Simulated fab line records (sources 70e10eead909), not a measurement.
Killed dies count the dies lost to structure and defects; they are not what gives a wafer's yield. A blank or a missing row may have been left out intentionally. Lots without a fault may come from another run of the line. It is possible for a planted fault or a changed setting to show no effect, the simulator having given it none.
Which of the tools did it?    flow nand_harc    39 wafers from 13 lots sampled at 5 of the route's 1159 steps

WHAT THE GAUGES READ, wafer by wafer
NHARC_A_ONON_D1_THK_MEAS_30: measures by ellipsometry. Usual: thk_nm reads 1002 nm (standard deviation 12).
lot   measured      on             thk_nm (nm)     flag
L444  day 8 01:37   film_metro-02  980 981 980     
L445  day 8 01:37   film_metro-01  983 985 984     
L446  day 8 19:31   film_metro-01  1000 999 998    
L447  day 8 19:20   film_metro-01  1016 1012 1012  
L449  day 8 19:21   film_metro-02  1017 1014 1015  
L451  day 9 20:16   film_metro-02  991 990 991     
L453  day 10 11:58  film_metro-02  1597 1596 1597  OFF
L455  day 11 23:16  film_metro-01  1589 1588 1588  OFF
L459  day 12 09:38  film_metro-02  996 996 997     
L461  day 12 09:17  film_metro-01  995 995 994     
L464  day 12 19:04  film_metro-02  988 987 989     
L466  day 13 10:22  film_metro-02  1000 999 1000   
L467  day 13 20:06  film_metro-02  999 999 998     

NHARC_END_SORT_01. Usual: killed_at_array 29, standard deviation 10; killed_at_other 0.7, standard deviation 1.1; killed_at_periphery 3.3, standard deviation 2.4; killed_dies 33, standard deviation 11; killed_open 3.3, standard deviation 2; killed_short 1.9, standard deviation 1.3.
lot   measured      on         killed_at_array  killed_at_other  killed_at_periphery  killed_dies  killed_open  killed_short  flag
L453  day 21 18:05  prober-02  677 671 675      0 1 0            0 5 2                677 677 677  8 7 7        3 2 2         OFF
L455  day 23 22:22  prober-01  671 669 671      2 1 1            4 7 5                677 677 677  2 9 2        0 2 1         OFF

TOOL THAT RAN EACH LOT (tool first, then ch and the chambers of the sampled wafers, then the start)
lot   NHARC_A_ZERO_WELL_ETCH_19           NHARC_A_ONON_D1_DEP_28            NHARC_A_CHANNEL_HOLE_D1_ETCH_38
L444  rie_diel-05 ch 0,3, day 6 03:22     pecvd_onon-03 ch 0, day 8 01:07   rie_diel-09 ch 0,2,3, day 8 05:12
L445  rie_diel-07 ch 0,1,3, day 6 12:44   pecvd_onon-02 ch 0, day 8 01:06   rie_diel-08 ch 0,2,3, day 8 04:59
L446  rie_diel-05 ch 0,3, day 7 09:26     pecvd_onon-01 ch 0, day 8 19:01   rie_diel-08 ch 0,1,3, day 9 02:19
L447  rie_diel-04 ch 2,3, day 7 10:58     pecvd_onon-03 ch 0, day 8 18:50   rie_diel-09 ch 1,2, day 9 01:19
L449  rie_diel-07 ch 0,2, day 7 11:41     pecvd_onon-02 ch 0, day 8 18:54   rie_diel-10 ch 0,1,2, day 9 01:09
L451  rie_diel-05 ch 2,3, day 8 08:25     pecvd_onon-01 ch 0, day 9 19:52   rie_diel-08 ch 1,2, day 10 00:13
L453  rie_diel-05 ch 0,1,3, day 9 01:04   pecvd_onon-01 ch 0, day 10 11:27  -
L455  rie_diel-04 ch 2,3, day 10 13:13    pecvd_onon-01 ch 0, day 11 22:48  -
L459  rie_diel-05 ch 0,2,3, day 10 17:23  pecvd_onon-02 ch 0, day 12 09:14  rie_diel-09 ch 0,2,3, day 12 17:04
L461  rie_diel-07 ch 0,1,3, day 11 00:05  pecvd_onon-02 ch 0, day 12 08:57  rie_diel-08 ch 0,2,3, day 12 15:05
L464  rie_diel-07 ch 1,2, day 11 06:10    pecvd_onon-03 ch 0, day 12 18:33  rie_diel-08 ch 2,3, day 12 22:29
L466  rie_diel-05 ch 1,2,3, day 11 23:49  pecvd_onon-03 ch 0, day 13 09:50  rie_diel-09 ch 0,1,3, day 13 17:06
L467  rie_diel-07 ch 0,2,3, day 12 09:20  pecvd_onon-02 ch 0, day 13 19:35  rie_diel-08 ch 0,1,3, day 14 01:26
- NHARC_A_ZERO_WELL_ETCH_19: etches the open film in N2/H2, target depth 80 nm, overetch 24 nm, time 87.88 s.
- NHARC_A_ONON_D1_DEP_28: target thk 1000 nm.
- NHARC_A_CHANNEL_HOLE_D1_ETCH_38: etches the open film in CF4, target depth 39 nm, time 65 s.

AS READ BY THE TOOLS THEMSELVES (means over the sampled wafers that have a number; for cases with no such wafer, the mark the record gives instead)
NHARC_A_ZERO_WELL_ETCH_19. Usual: drypump_motor_current_A 5.9 A, standard deviation 0.48; h2_flow_sccm 150.0 sccm, standard deviation 0.45; oes_product_au 1.005 a.u., standard deviation 0.0094; rf_vpp_V 430.7 V, standard deviation 2.3; showerhead_plenum_p_Torr 2.05 Torr, standard deviation 0.074; throttle_valve_pct 14.171 %, standard deviation 0.01.
lot   tool         drypump_motor_current_A (A)  h2_flow_sccm (sccm)  oes_product_au (a.u.)  rf_vpp_V (V)  showerhead_plenum_p_Torr (Torr)  throttle_valve_pct (%)  flag
L444  rie_diel-05  5.5                          149.9                1.014                  430.0         1.99                             14.171                  
L445  rie_diel-07  5.8                          150.0                0.999                  430.5         2.05                             14.174                  
L446  rie_diel-05  5.5                          150.1                1.011                  429.1         1.99                             14.161                  
L447  rie_diel-04  6.4                          150.3                1.005                  430.1         2.03                             14.173                  
L449  rie_diel-07  6.3                          149.5                0.994                  431.2         2.05                             14.169                  
L451  rie_diel-05  5.7                          150.2                0.996                  430.6         2.08                             14.178                  
L453  rie_diel-05  5.7                          150.2                1.008                  430.6         2.05                             14.166                  
L455  rie_diel-04  6.4                          150.2                1.006                  430.1         2.03                             14.174                  
L459  rie_diel-05  5.8                          149.8                1.000                  431.5         2.06                             14.165                  
L461  rie_diel-07  5.8                          150.2                0.999                  431.0         2.05                             14.165                  
L464  rie_diel-07  6.2                          150.5                0.998                  428.5         1.97                             14.166                  
L466  rie_diel-05  5.6                          149.5                1.003                  431.3         2.06                             14.168                  
L467  rie_diel-07  6.1                          149.9                0.995                  431.0         2.08                             14.174                  

NHARC_A_CHANNEL_HOLE_D1_ETCH_38. Usual: drypump_motor_current_A 5.8 A, standard deviation 0.35; oes_product_au 0.995 a.u., standard deviation 0.014; rf_vpp_V 151.4 V, standard deviation 1.1; showerhead_plenum_p_Torr 1.78 Torr, standard deviation 0.057; throttle_valve_pct 13.284 %, standard deviation 0.01.
lot   tool         drypump_motor_current_A (A)  oes_product_au (a.u.)  rf_vpp_V (V)  showerhead_plenum_p_Torr (Torr)  throttle_valve_pct (%)  flag
L444  rie_diel-09  5.5                          1.004                  152.2         1.81                             13.282                  
L445  rie_diel-08  5.7                          0.986                  151.5         1.75                             13.285                  
L446  rie_diel-08  5.7                          0.992                  150.8         1.75                             13.286                  
L447  rie_diel-09  5.9                          0.989                  151.7         1.77                             13.287                  
L449  rie_diel-10  5.8                          1.006                  151.7         1.81                             13.277                  
L451  rie_diel-08  5.7                          0.979                  150.2         1.69                             13.281                  
L459  rie_diel-09  5.5                          0.982                  151.5         1.81                             13.283                  
L461  rie_diel-08  5.7                          0.982                  149.8         1.75                             13.285                  
L464  rie_diel-08  5.7                          0.985                  151.0         1.73                             13.276                  
L466  rie_diel-09  5.9                          0.990                  152.6         1.80                             13.275                  
L467  rie_diel-08  5.8                          0.992                  151.2         1.74                             13.283                  

THE ANSWER, worked out from the rows above alone
Rule: take the mean of a lot's wafers that have a number; if it is more than 3 standard deviations from the usual mean, the lot is off. A lot without any number at a reading at which 4 lots or more have one is off too. The other lots that the step has rows for count as sound. Order of review: gauges by route order, followed by the tools' own readings, for which a lot's mean as printed above is used. The first step at which some lot is off is used, and at that step the reading that is off furthest; a lot without a number counts as furthest.
Off: L453, L455 (NHARC_A_ONON_D1_THK_MEAS_30, thk_nm).
If a tool, at a process step before that reading, ran all the lots that are off and no sound lot after the first of them, it fits. The gauges at NHARC_A_ONON_D1_THK_MEAS_30 aren't tried: what is off there is off at NHARC_END_SORT_01 too, on other tools, and a gauge's error can't cause that. One fits: pecvd_onon-01 at NHARC_A_ONON_D1_DEP_28. A fault onset in the window from L451 (day 9 19:52, its last sound lot) to L453 (day 10 11:27, its first lot off) fits.

WHAT HAD BEEN PUT IN BY THE SIMULATOR
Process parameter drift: pecvd_onon-01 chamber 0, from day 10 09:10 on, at NHARC_A_ONON_D1_DEP_28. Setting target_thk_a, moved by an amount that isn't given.
Lots struck among those shown: L453, L455. The rule above reached the same finding.
